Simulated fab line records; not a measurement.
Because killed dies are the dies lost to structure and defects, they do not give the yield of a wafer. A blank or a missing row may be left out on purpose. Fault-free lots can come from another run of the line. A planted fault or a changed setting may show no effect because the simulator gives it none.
Matching of chambers -- flow nand harc -- 3 sister chambers for NHARC_A_CHANNEL_HOLE_D1_DEP_01 on pecvd-01
The step deposits SiON, target thk 140 nm. 6 wafers are shown with their chamber, then 9 later ones without.

WAFERS PAIRED WITH THEIR CHAMBERS
wafer,chamber,heater power w (W),heater power outer w (W)
L087.2,2,691,395
L087.3,1,558,309
L087.4,0,735,386
L089.4,2,636,345
L089.5,0,774,420
L089.6,1,617,353

WAFERS MISSING THEIR CHAMBER
wafer,heater power w (W),heater power outer w (W)
L091.2,669,378
L091.3,784,435
L091.5,725,440
L090.1,714,426
L090.4,724,423
L090.6,739,415
L095.3,669,385
L095.5,664,377
L095.6,684,394

THE CHAMBER EACH PASSED THROUGH
wafer,from the rows above,in truth
L091.2,2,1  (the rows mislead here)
L091.3,0,0
L091.5,can't be placed: 0 or 2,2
L090.1,can't be placed: 0 or 2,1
L090.4,can't be placed: 0 or 2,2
L090.6,can't be placed: 0 or 2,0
L095.3,can't be placed: 2 or 0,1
L095.5,2,2
L095.6,can't be placed: 2 or 0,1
Correct placement for 2 of the 9. From these rows, 6 cannot be placed; in 3 the true chamber is one of the candidates. Wrongly placed: 1.
How it was worked out, from the rows above alone: a wafer's distance from a chamber is the root of the sum, over the readings, of the square of ((its reading less the chamber's mean) divided by the reading's scatter). If the next closest chamber is less than 2 further off than the closest, the wafer can't be placed; otherwise it belongs to the closest. For every chamber, the mean is computed from those of its wafers that are shown. The scatter: take each reading less its chamber's mean, square it, sum over the shown wafers, divide by the number of wafers less the number of chambers, and take the root.
